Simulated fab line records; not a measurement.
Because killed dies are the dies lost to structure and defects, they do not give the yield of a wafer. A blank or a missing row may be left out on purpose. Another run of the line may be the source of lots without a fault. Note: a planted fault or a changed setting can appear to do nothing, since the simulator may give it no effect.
Matching of chambers | flow nand harc | 4 sister chambers for NHARC_A_BONDPAD_ETCH_34 on rie diel-08
The step etches the open film in N2/H2, target depth 60 nm, overetch 18 nm, time 65.91 s. 8 wafers are shown with their chamber, then 8 later ones without.

## WAFERS PAIRED WITH THEIR CHAMBERS
wafer  | chamber | drypump motor current A (A) | rf vpp V (V)
L428.5 | 0       | 5.28                        | 427.9
L427.4 | 0       | 5.33                        | 428.2
L433.1 | 3       | 5.36                        | 430.0
L433.5 | 1       | 5.59                        | 425.5
L441.2 | 2       | 5.69                        | 430.0
L441.3 | 1       | 5.62                        | 425.0
L441.5 | 3       | 5.38                        | 428.4
L442.3 | 2       | 5.70                        | 430.2

## WAFERS WITHOUT THEIR CHAMBER
wafer  | drypump motor current A (A) | rf vpp V (V)
L442.4 | 5.63                        | 425.9
L442.6 | 5.64                        | 426.9
L439.3 | 5.27                        | 428.9
L439.4 | 5.38                        | 428.3
L439.6 | 5.61                        | 426.9
L445.1 | 5.36                        | 427.1
L445.2 | 5.63                        | 425.5
L445.4 | 5.67                        | 429.6

## THE CHAMBER EACH PASSED THROUGH
wafer  | from the rows above     | in truth
L442.4 | 1                       | 1
L442.6 | 1                       | 1
L439.3 | 0                       | 0
L439.4 | can't be placed: 3 or 0 | 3
L439.6 | 1                       | 1
L445.1 | can't be placed: 0 or 3 | 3
L445.2 | 1                       | 1
L445.4 | 2                       | 2
Correct placement for 6 of the 8. These rows do not allow placing 2 (true chamber among the candidates in 2). 0 placed wrongly.
How it was worked out, from the rows above alone: a wafer's distance from a chamber is the root of the sum, over the readings, of the square of ((its reading less the chamber's mean) divided by the reading's scatter). If the next closest chamber is less than 2 further off than the closest, the wafer can't be placed; otherwise it belongs to the closest. A chamber's mean is the mean of its shown wafers. The scatter: take each reading less its chamber's mean, square it, sum over the shown wafers, divide by the number of wafers less the number of chambers, and take the root.
